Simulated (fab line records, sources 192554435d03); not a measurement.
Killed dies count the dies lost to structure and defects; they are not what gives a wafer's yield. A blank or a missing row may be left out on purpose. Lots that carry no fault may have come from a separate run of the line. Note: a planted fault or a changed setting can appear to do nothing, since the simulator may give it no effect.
fab line records    flow n5-finfet
record: lots: 9  wafers: 23  last-day: 17
route steps=1938 shown FIN_SAQP@131 FIN_CUT@165 BEOL_M4@1111 PASSIVATION@1936
lots with no fault: from the same line, run without faults
start-h: the number of hours between the record's first day and the start of the first shown wafer of the lot    wait-h: hours elapsed since this lot's preceding step    " unchanged from the row above    L1.1+2: several wafers, shown together as one row    - no value present, or no start provided    * or withheld: withheld    < > ~ a bound
route shown NAME@n: names a module that has steps shown in the file, with the first one's number in the route    usual: average and standard deviation across the fault-free wafers    same: alike in all rows    chamber/n: place in a boat    sites: the reading at each site    _std_site: their standard deviation    _edge_site: outer sites' mean less inner sites'    radius-mm: for every site, how far away it sits from the centre of the wafer    mask NAME#n: copy n    behind: the last tool/chamber to shape the wafer    hold: cause of the lot's hold/its duration in hours/its outcome    device: which transistor (n, p or np) failed to switch    end of line: the same wafers' tests at the end of the route    where a step has no rows: the recipe by itself    killed: dies lost to structure and defects at the first sort, not the wafer's yield    map: a wafer's dies, marking killed ones x, the rest . and places with no die _
set.NAME: the setting as run; set.NAME@STEP: as run at that earlier step    model.NAME: the simulator's own value behind a step, which no gauge read
a sample of lots followed through the steps of the route, with each step as a table and each wafer as a row
services: a tool's chamber out of use, with start hour (start-h, from the record's first day; less than 0 if before it), hours out, and reason
== steps ==
step: N5_FIN_SAQP_MANDREL_ETCH_58
recipe: chemistry: HBr/Cl2  target: a-Si  target-depth-a: 450  bt-time-s: 10  stop-on: SiNx  mask-material: SiO2  over-etch-frac: 0.8  time-s: 27  pressure-mtorr: 10  icp-w: 800  bias-w: 75  HBr_flow_sccm: 150  Cl2_flow_sccm: 80  ends: end-point
usual: drypump-motor-current-A: 5.9/0.42  oes-product-au: 0.702/0.0081  throttle-valve-pct: 35.6/0.42
lot.wafer  tool       chamber  start-h  wait-h  drypump-motor-current-A  oes-product-au  rf-hours-counter-h  throttle-valve-pct
L536.4     rie-si-04  2        43.67    0.0     5.7                      0.703           98                  35.4
L536.5     "          2        "        "       5.8                      0.706           -                   35.4
L536.6     "          3        "        "       5.4                      0.703           -                   36.0
L538.2     rie-si-04  1        55.90    0.0     6.4                      0.690           48                  36.2
L538.3     "          2        "        "       5.7                      0.697           98                  35.5
L538.6     "          1        "        "       6.4                      0.703           -                   36.2
L540.2     rie-si-03  0        66.64    0.0     6.1                      0.675           102                 35.7
L540.5     "          3        "        "       6.2                      0.703           -                   35.0
L540.6     "          0        "        "       6.1                      0.683           -                   35.6
L542.1     rie-si-04  0        80.27    0.0     5.7                      0.706           67                  35.2
L542.2     "          3        "        "       5.4                      0.688           97                  36.0
L542.4     "          1        "        "       6.4                      0.707           48                  36.2
L543.2     rie-si-05  2        83.65    0.0     5.4                      0.696           196                 35.5
L543.3     "          3        "        "       6.4                      0.695           24                  36.2
L543.6     "          2        "        "       5.4                      0.687           -                   35.6
L544.1     rie-si-05  1        100.35   0.0     5.2                      0.711           121                 35.1
L544.4     "          3        "        "       6.4                      0.706           24                  36.2
L554.5     rie-si-04  3        150.54   0.0     5.4                      0.703           -                   36.0
L554.6     "          2        "        "       5.7                      0.709           -                   35.4
L555.5     rie-si-05  3        155.74   0.0     6.4                      0.701           -                   36.2
L555.6     "          0        "        "       5.7                      0.698           -                   35.3
L556.2     rie-si-03  2        162.77   0.0     6.5                      0.701           22                  36.1
L556.5     "          2        "        "       6.5                      0.710           -                   36.1
step: N5_FIN_SAQP_RECESS_63
recipe: chemistry: HF/NH3  target: SiO2  target-depth-a: 180  afs-cycles: 3  temp-c: 30  sublimation-temp-c: 180  sublimation-time-s: 60
usual: drypump-motor-current-A: 5.61/0.23  foreline-p-Torr: 0.1279/0.00037  sublimation-temp-c: 179.99/0.14
same: sublimation-time-s: 60
lot.wafer  tool           chamber  start-h  wait-h  drypump-motor-current-A  foreline-p-Torr  sublimation-temp-c
L536.4     vapor-etch-01  1        43.87    0.2     5.72                     0.1279           180.01
L536.5     "              0        "        "       5.57                     0.1278           179.91
L536.6     "              1        "        "       5.73                     0.1277           179.83
L538.2     vapor-etch-01  1        55.98    0.1     5.69                     0.1280           180.06
L538.3     "              0        "        "       5.59                     0.1288           179.95
L538.6     "              1        "        "       5.70                     0.1276           179.99
L540.2     vapor-etch-01  1        66.72    0.1     5.72                     0.1278           179.99
L540.5     "              1        "        "       5.71                     0.1280           179.68
L540.6     "              0        "        "       5.58                     0.1272           179.99
L542.1     vapor-etch-01  0        80.35    0.1     5.58                     0.1279           180.24
L542.2     "              1        "        "       5.70                     0.1282           180.00
L542.4     "              1        "        "       5.69                     0.1285           179.97
L543.2     vapor-etch-01  1        83.73    0.1     5.71                     0.1280           180.14
L543.3     "              1        "        "       5.70                     0.1279           180.07
L543.6     "              0        "        "       5.58                     0.1277           180.07
L544.1     vapor-etch-02  1        100.59   0.2     5.20                     0.1278           180.06
L544.4     "              1        "        "       5.19                     0.1276           180.05
L554.5     vapor-etch-02  1        150.83   0.3     5.18                     0.1282           180.11
L554.6     "              0        "        "       5.89                     0.1284           180.06
L555.5     vapor-etch-01  1        156.03   0.3     5.70                     0.1280           180.16
L555.6     "              0        "        "       5.58                     0.1281           179.90
L556.2     vapor-etch-02  1        162.85   0.1     5.17                     0.1276           180.10
L556.5     "              1        "        "       5.18                     0.1280           179.88
step: N5_FIN_SAQP_ETCH_67
recipe: chemistry: CH3F/O2  target: SiNx  target-depth-a: 300  mask-material: SOC  pressure-mtorr: 30  source-w: 395  bias-w: 73  Ar_flow_sccm: 150  CH3F_flow_sccm: 30  O2_flow_sccm: 20  ion-energy-ev: 120
usual: drypump-motor-current-A: 5.6/0.47  oes_f_703_au: 0.79/0.094  oes-product-au: 0.79/0.098  rf-vpp-V: 298/7.5  showerhead-plenum-p-Torr: 2.01/0.048  throttle-valve-pct: 16.44/0.2
lot.wafer  tool         chamber  start-h  wait-h  drypump-motor-current-A  oes_f_703_au  oes-product-au  rf-hours-counter-h  rf-vpp-V  showerhead-plenum-p-Torr  throttle-valve-pct
L536.4     rie-diel-04  1        44.26    0.0     5.3                      0.69          0.69            250                 303       1.98                      16.90
L536.5     "            3        "        "       6.3                      0.75          0.74            -                   305       2.07                      16.35
L536.6     "            0        "        "       4.8                      0.94          0.94            -                   302       2.05                      16.15
L538.2     rie-diel-05  1        56.49    0.0     5.3                      0.70          0.69            231                 285       2.07                      16.78
L538.3     "            3        "        "       5.8                      0.74          0.73            137                 294       2.00                      16.61
L538.6     "            0        "        "       6.0                      0.72          0.74            -                   288       1.91                      16.32
L540.2     rie-diel-03  0        67.27    0.0     5.8                      0.69          0.69            209                 288       1.99                      16.52
L540.5     "            1        "        "       6.3                      0.83          0.88            -                   313       2.03                      16.26
L540.6     "            2        "        "       5.3                      0.74          0.72            -                   302       2.05                      16.52
L542.1     rie-diel-04  1        80.87    0.0     5.3                      0.94          0.95            6                   302       1.97                      16.44
L542.2     "            3        "        "       6.3                      0.75          0.73            199                 306       2.06                      16.37
L542.4     "            1        "        "       5.3                      0.94          0.95            -                   303       1.97                      16.45
L543.2     rie-diel-04  0        84.24    0.0     4.8                      0.90          0.91            38                  304       2.04                      16.18
L543.3     "            3        "        "       6.3                      0.74          0.73            201                 305       2.06                      16.39
L543.6     "            1        "        "       5.3                      0.94          0.93            -                   304       1.97                      16.45
L544.1     rie-diel-05  2        101.09   0.0     5.3                      0.77          0.78            89                  294       2.01                      16.23
L544.4     "            3        "        "       5.8                      0.73          0.73            153                 295       2.00                      16.64
L554.5     rie-diel-04  0        151.12   0.0     4.8                      0.87          0.86            -                   301       2.03                      16.23
L554.6     "            1        "        "       5.3                      0.88          0.88            -                   302       1.97                      16.49
L555.5     rie-diel-04  0        156.32   0.0     4.8                      0.87          0.86            -                   305       2.03                      16.24
L555.6     "            1        "        "       5.3                      0.88          0.88            -                   302       1.96                      16.49
L556.2     rie-diel-05  3        163.42   0.0     5.8                      0.71          0.71            175                 293       1.99                      16.68
L556.5     "            0        "        "       6.0                      0.70          0.71            -                   290       1.90                      16.38
step: N5_FIN_SAQP_SPACER2_ETCHBACK_29
recipe: chemistry: CHF3/O2  mode: anisotropic-etchback  target: SiO2  target-depth-a: 122  time-s: 6.1  pressure-mtorr: 30  source-w: 650  bias-w: 170  Ar_flow_sccm: 200  CHF3_flow_sccm: 50  O2_flow_sccm: 5  ion-energy-ev: 200
usual: drypump-motor-current-A: 5.6/0.42  oes_f_703_au: 0.78/0.088  oes-product-au: 0.78/0.092  rf-vpp-V: 522/14  showerhead-plenum-p-Torr: 2.42/0.055  throttle-valve-pct: 18.97/0.19
lot.wafer  tool         chamber  start-h  wait-h  drypump-motor-current-A  oes_f_703_au  oes-product-au  rf-hours-counter-h  rf-vpp-V  showerhead-plenum-p-Torr  throttle-valve-pct
L536.4     rie-diel-05  2        44.96    0.2     5.3                      0.81          0.79            71                  519       2.43                      18.73
L536.5     "            2        "        "       5.3                      0.81          0.80            -                   516       2.43                      18.73
L536.6     "            1        "        "       5.3                      0.70          0.69            -                   503       2.49                      19.30
L538.2     rie-diel-04  0        57.07    0.2     4.8                      0.94          0.92            28                  532       2.45                      18.67
L538.3     "            3        "        "       6.3                      0.75          0.73            191                 538       2.48                      18.87
L538.6     "            0        "        "       4.8                      0.94          0.92            -                   532       2.45                      18.67
L540.2     rie-diel-05  2        67.97    0.3     5.3                      0.80          0.78            79                  516       2.42                      18.75
L540.5     "            2        "        "       5.3                      0.80          0.79            -                   518       2.42                      18.73
L540.6     "            3        "        "       5.8                      0.75          0.74            -                   517       2.41                      19.19
L542.1     rie-diel-05  1        81.65    0.4     5.3                      0.70          0.68            239                 502       2.48                      19.32
L542.2     "            0        "        "       5.9                      0.72          0.74            149                 508       2.30                      18.86
L542.4     "            3        "        "       5.8                      0.74          0.74            147                 515       2.41                      19.20
L543.2     rie-diel-05  0        84.81    0.2     6.0                      0.72          0.73            151                 510       2.30                      18.88
L543.3     "            2        "        "       5.3                      0.79          0.78            84                  517       2.42                      18.76
L543.6     "            1        "        "       5.3                      0.69          0.68            -                   503       2.48                      19.31
L544.1     rie-diel-04  1        104.77   0.2     5.3                      0.91          0.91            16                  533       2.38                      19.05
L544.4     "            2        "        "       5.5                      1.01          0.98            2                   519       2.35                      18.82
L554.5     rie-diel-03  2        151.90   0.2     5.3                      0.73          0.69            -                   532       2.45                      19.02
L554.6     "            3        "        "       5.4                      0.93          0.96            -                   532       2.47                      18.89
L555.5     rie-diel-05  1        156.90   0.1     5.3                      0.96          0.95            -                   503       2.48                      19.05
L555.6     "            0        "        "       6.0                      0.70          0.71            -                   507       2.29                      18.89
L556.2     rie-diel-03  2        165.13   0.2     5.3                      0.72          0.70            227                 533       2.44                      19.02
L556.5     "            0        "        "       5.8                      0.67          0.65            -                   507       2.38                      19.09
step: N5_FIN_SAQP_INSPECT_40
recipe: inspect-instrument: brightfield  mode: aei
usual: raw-defect-count: 252/74
lot.wafer  tool               chamber  start-h  wait-h  raw-defect-count
L536.4     defect-inspect-01  -        45.75    0.0     221
L536.5     "                  -        "        "       137
L536.6     "                  -        "        "       165
L538.2     defect-inspect-02  -        57.84    0.0     188
L538.3     "                  -        "        "       211
L538.6     "                  -        "        "       164
L540.2     defect-inspect-02  -        68.76    0.0     196
L540.5     "                  -        "        "       293
L540.6     "                  -        "        "       159
L542.1     defect-inspect-02  -        82.43    0.0     935
L542.2     "                  -        "        "       1012
L542.4     "                  -        "        "       867
L543.2     defect-inspect-02  -        85.61    0.0     836
L543.3     "                  -        "        "       793
L543.6     "                  -        "        "       844
L544.1     defect-inspect-02  -        105.73   0.0     268
L544.4     "                  -        "        "       296
L554.5     defect-inspect-02  -        152.73   0.0     364
L554.6     "                  -        "        "       347
L555.5     defect-inspect-02  -        157.65   0.0     264
L555.6     "                  -        "        "       199
L556.2     defect-inspect-01  -        166.13   0.0     344
L556.5     "                  -        "        "       238
step: N5_FIN_CUT_INSPECT_10
recipe: mode: adi  inspect-instrument: brightfield
usual: raw-defect-count: 46/13
lot.wafer  tool               chamber  start-h  wait-h  raw-defect-count
L536.4     defect-inspect-02  -        46.27    0.0     44
L536.5     "                  -        "        "       32
L536.6     "                  -        "        "       25
L538.2     defect-inspect-01  -        58.24    0.0     46
L538.3     "                  -        "        "       39
L538.6     "                  -        "        "       32
L540.2     defect-inspect-02  -        69.15    0.0     51
L540.5     "                  -        "        "       54
L540.6     "                  -        "        "       41
L542.1     defect-inspect-02  -        82.82    0.1     660
L542.2     "                  -        "        "       685
L542.4     "                  -        "        "       647
L543.2     defect-inspect-02  -        86.01    0.1     653
L543.3     "                  -        "        "       671
L543.6     "                  -        "        "       670
L544.1     defect-inspect-02  -        106.12   0.1     68
L544.4     "                  -        "        "       56
L554.5     defect-inspect-02  -        153.25   0.0     79
L554.6     "                  -        "        "       58
L555.5     defect-inspect-01  -        158.17   0.0     42
L555.6     "                  -        "        "       52
L556.2     defect-inspect-01  -        166.67   0.0     55
L556.5     "                  -        "        "       35
step: N5_FIN_CUT_INSPECT_17
recipe: inspect-instrument: brightfield  mode: aei
usual: raw-defect-count: 254/75
lot.wafer  tool               chamber  start-h  wait-h  raw-defect-count
L536.4     defect-inspect-01  -        47.23    0.0     211
L536.5     "                  -        "        "       140
L536.6     "                  -        "        "       168
L538.2     defect-inspect-01  -        59.22    0.0     204
L538.3     "                  -        "        "       233
L538.6     "                  -        "        "       177
L540.2     defect-inspect-01  -        70.09    0.0     184
L540.5     "                  -        "        "       286
L540.6     "                  -        "        "       148
L542.1     defect-inspect-02  -        83.93    0.0     954
L542.2     "                  -        "        "       1010
L542.4     "                  -        "        "       896
L543.2     defect-inspect-01  -        86.96    0.0     826
L543.3     "                  -        "        "       805
L543.6     "                  -        "        "       850
L544.1     defect-inspect-02  -        107.14   0.0     272
L544.4     "                  -        "        "       308
L554.5     defect-inspect-02  -        154.19   0.0     376
L554.6     "                  -        "        "       369
L555.5     defect-inspect-01  -        159.12   0.0     254
L555.6     "                  -        "        "       188
L556.2     defect-inspect-01  -        167.75   0.0     347
L556.5     "                  -        "        "       234
step: N5_BEOL_M4_RC_MEAS_101
usual: DIBL_N: 36.0/2  DIBL_P: 35.9/2.5  IOFF_N: 0.16/0.038  IOFF_P: 0.21/0.04  ION_N: 675/14  ION_P: 462/9.4  SS_N: 71.5/0.75  SS_P: 73.2/0.74  VT_N: 250/3.9  VT_P: -251/3.2
lot.wafer  tool       chamber  start-h  wait-h  DIBL_N[mV/V]  DIBL_P[mV/V]  IOFF_N[nA/um]  IOFF_P[nA/um]  ION_N[uA/um]  ION_P[uA/um]  SS_N[mV/dec]  SS_P[mV/dec]  VT_N[mV]  VT_P[mV]
L536.4     prober-01  0        182.65   0.5     36.7          37.6          0.18           0.24           670           463           72.8          73.0          249       -249
L536.5     "          0        "        "       37.8          38.4          0.21           0.24           678           455           73.3          74.1          250       -249
L536.6     "          0        "        "       34.0          33.3          0.13           0.16           667           459           72.2          73.1          257       -254
L538.2     prober-02  0        192.72   0.2     36.9          37.7          0.20           0.25           705           478           71.5          73.2          244       -246
L538.3     "          0        "        "       37.0          39.5          0.18           0.28           681           474           71.4          74.4          249       -249
L538.6     "          0        "        "       37.0          38.4          0.18           0.26           692           479           71.2          73.7          247       -248
L540.2     prober-01  0        205.27   0.2     34.7          33.1          0.14           0.18           668           461           71.0          72.9          250       -253
L540.5     "          0        "        "       35.0          34.7          0.15           0.20           675           464           71.1          73.1          249       -250
L540.6     "          0        "        "       37.0          35.0          0.18           0.20           661           456           73.0          73.8          249       -250
L542.1     prober-01  0        216.26   0.0     35.4          34.6          0.14           0.15           656           445           71.9          72.7          252       -257
L542.2     "          0        "        "       37.5          39.3          0.18           0.25           675           459           71.5          73.4          247       -250
L542.4     "          0        "        "       35.8          36.0          0.14           0.17           656           451           71.8          73.3          254       -256
L543.2     prober-02  0        229.39   0.2     37.3          37.4          0.20           0.21           690           468           71.9          73.3          244       -249
L543.3     "          0        "        "       35.7          36.2          0.15           0.21           659           460           71.7          73.8          252       -251
L543.6     "          0        "        "       36.6          37.1          0.18           0.20           673           457           71.1          72.8          246       -251
L544.1     prober-02  0        249.46   0.0     33.3          33.2          0.11           0.15           661           450           71.0          72.3          254       -255
L544.4     "          0        "        "       36.6          37.3          0.16           0.19           656           446           72.3          74.1          253       -255
L554.5     prober-01  0        296.35   0.6     36.6          36.4          0.14           0.22           661           458           71.7          73.2          253       -250
L554.6     "          0        "        "       37.0          37.0          0.16           0.24           672           466           71.4          73.7          249       -249
L555.5     prober-01  0        301.39   0.6     34.7          35.0          0.12           0.17           664           460           71.2          72.7          254       -253
L555.6     "          0        "        "       33.0          31.9          0.11           0.15           663           464           70.9          71.9          258       -256
L556.2     prober-01  0        311.46   0.2     38.3          37.2          0.19           0.21           689           465           72.3          74.2          249       -253
L556.5     "          0        "        "       39.1          37.9          0.21           0.22           679           454           73.5          73.3          246       -250
step: N5_PASSIVATION_PROBE_49
usual: defect-limited-yield: 91.3/1.5  killed_at_M0_to_M3: 33/12  killed_at_M4_up: 15/5.2  killed-at-contacts: 12/5.1  killed-at-front-end: 39/11  killed-at-other: 5/3.6  killed-dies: 103/18  killed-on-rim: 14/4.3  killed-open: 67/13  killed-short: 33/7.8  sort_bin_5_function: 5.1/0.96  sort_bin_6_memory: 3.2/0.71  sort_bin_8_speed: 0.01/0.063  sort-n-pass: 1077/18  sort-yield-pct: 91.3/1.5
same: gross-dies: 1180  killed-at-back-side: 0  sort_bin_4_leakage[%]: 0
lot.wafer  tool       chamber  start-h  wait-h  defect-limited-yield[%]  killed_at_M0_to_M3  killed_at_M4_up  killed-at-contacts  killed-at-front-end  killed-at-other  killed-dies  killed-on-rim  killed-open  killed-short  sort_bin_5_function[%]  sort_bin_6_memory[%]  sort_bin_8_speed[%]  sort-n-pass  sort-yield-pct[%]
L542.1     prober-01  -        313.76   0.0     81.7                     23                  6                12                  172                  3                216          13             74           23            12.0                    4.3                   0                    964          81.7
L542.2     prober-01  -        313.81   0.1     84.4                     21                  9                17                  135                  2                184          34             63           36            9.1                     4.2                   0                    996          84.4
L542.4     prober-01  -        313.91   0.2     82.5                     37                  8                11                  145                  6                207          38             78           42            9.7                     4.7                   0                    973          82.5
L543.2     prober-02  -        327.95   0.1     83.1                     58                  8                13                  119                  1                199          37             74           33            9.6                     3.8                   0                    981          83.1
L543.3     prober-02  -        328.00   0.1     86.2                     35                  22               3                   96                   7                163          29             44           34            8.9                     2.8                   0                    1017         86.2
L543.6     prober-02  -        328.15   0.3     81.0                     34                  16               5                   166                  3                224          13             60           38            11.4                    4.7                   0                    956          81.0
killed by level:class
L542.1 FIN_SAQP:unspecified=118 STI_FIN_REVEAL:geometric-particle:open=26 MOL_CONTACT_COAG:geometric-particle:open=10 FIN_SAQP:geometric-particle:open=8 BEOL_M2:geometric-particle:open=5 FIN_SAQP:geometric-particle:short=4 STI_FIN_REVEAL:geometric-particle:short=4 BEOL_M0_SAQP:geometric-particle:open=4
L542.2 FIN_SAQP:unspecified=78 FIN_SAQP:geometric-particle:open=13 MOL_CONTACT_COAG:geometric-particle:open=10 STI_FIN_REVEAL:geometric-particle:open=8 FIN_SAQP:geometric-particle:short=7 MOL_CONTACT_COAG:geometric-particle:short=7 HKMG_FIN:area-etch=7 BEOL_M3:geometric-particle:open=6
L542.4 FIN_SAQP:unspecified=73 FIN_SAQP:geometric-particle:short=17 STI_FIN_REVEAL:geometric-particle:open=14 HKMG_FIN:area-etch=12 FIN_SAQP:geometric-particle:open=11 BEOL_M2:geometric-particle:open=10 MOL_CONTACT_COAG:geometric-particle:open=9 DUMMY_GATE:geometric-particle:open=6
L543.2 FIN_SAQP:unspecified=79 BEOL_M0_SAQP:geometric-particle:open=14 HKMG_FIN:area-etch=12 BEOL_M0_SAQP:geometric-particle:short=10 MOL_CONTACT_COAG:geometric-particle:open=9 BEOL_M3:geometric-particle:open=9 BEOL_M1:geometric-particle:open=7 FIN_SAQP:geometric-particle:open=6
L543.3 FIN_SAQP:unspecified=80 BEOL_M0_SAQP:geometric-particle:short=14 BEOL_M0_SAQP:geometric-particle:open=7 BEOL_M2:geometric-particle:open=7 BEOL_M4:geometric-particle:open=6 BEOL_M5:geometric-particle:short=4 PAD_METAL:geometric-particle:open=4 STARTING-WAFER:geometric-particle:short=4
L543.6 FIN_SAQP:unspecified=126 DUMMY_GATE:geometric-particle:open=10 BEOL_M0_SAQP:geometric-particle:short=10 BEOL_M4:geometric-particle:open=9 STI_FIN_REVEAL:geometric-particle:open=6 BEOL_M1:geometric-particle:open=6 BEOL_M2:geometric-particle:open=6 MOL_CONTACT_COAG:geometric-particle:open=5
== services ==
tool           chamber  start-h  hours  kind
vapor-etch-02  -        21.22    14.6   pm
rie-si-03      -        31.87    15.6   pm
rie-si-05      2        44.85    17.9   repair
rie-diel-04    1        46.17    -      clean
rie-diel-04    1        46.17    -      consumable-replace:focus-ring
rie-diel-04    1        46.17    16.0   scheduled-down
rie-diel-04    1        46.17    16.0   vent-cycle
rie-diel-05    0        63.64    5.0    repair
vapor-etch-01  -        67.59    0.8    repair
vapor-etch-02  0        75.10    0.7    repair
rie-diel-04    2        78.35    -      clean
rie-diel-04    2        78.35    -      consumable-replace:focus-ring
rie-diel-04    2        78.35    20.8   scheduled-down
vapor-etch-01  -        78.54    0.8    repair
rie-si-05      3        84.61    8.1    repair
vapor-etch-01  -        86.88    14.6   pm
rie-si-03      -        101.71   0.5    repair
rie-diel-05    1        114.63   -      clean
rie-diel-05    1        114.63   -      consumable-replace:focus-ring
rie-diel-05    1        114.63   18.1   scheduled-down
rie-diel-05    1        114.63   18.1   vent-cycle
rie-diel-04    3        149.33   7.2    repair
rie-si-03      1        149.80   2.6    repair
rie-si-04      0        158.09   3.1    repair
== key ==
first-sign: step: N5_FIN_SAQP_INSPECT_40  reading: raw-defect-count  direction: up  sigmas: 8.5  usual: 252  struck: 881
effect: step: N5_FIN_CUT_INSPECT_10  reading: raw-defect-count  direction: up  sigmas: 49  usual: 46  struck: 664
effect: step: N5_FIN_CUT_INSPECT_17  reading: raw-defect-count  direction: up  sigmas: 8.5  usual: 254  struck: 890
effect: step: N5_PASSIVATION_PROBE_49  reading: killed-at-front-end  direction: up  sigmas: 8.8  usual: 39  struck: 139
more-kills-born-at: N5_FIN_SAQP_RECESS_63@vapor-etch-01: 554
met-at N5_FIN_SAQP_RECESS_63
struck-lots L542,L543
baseline-loss: step: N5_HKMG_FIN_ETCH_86  wafers: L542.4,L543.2
not-acting-at N5_FIN_SAQP_MANDREL_ETCH_58,N5_FIN_SAQP_ETCH_67,N5_FIN_SAQP_SPACER2_ETCHBACK_29
onset-between 66.72 80.35
fault: kind: chamber-particle-source  tool: vapor-etch-01  chamber: -  onset-h: 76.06  steps: N5_FIN_SAQP_RECESS_63  rate-per-visit-cm2: 0.94849  end-h: 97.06
baseline-loss: these wafers lose ten dies or more at that step, a loss of the line's own and not of a fault; the sort's usual values leave them out
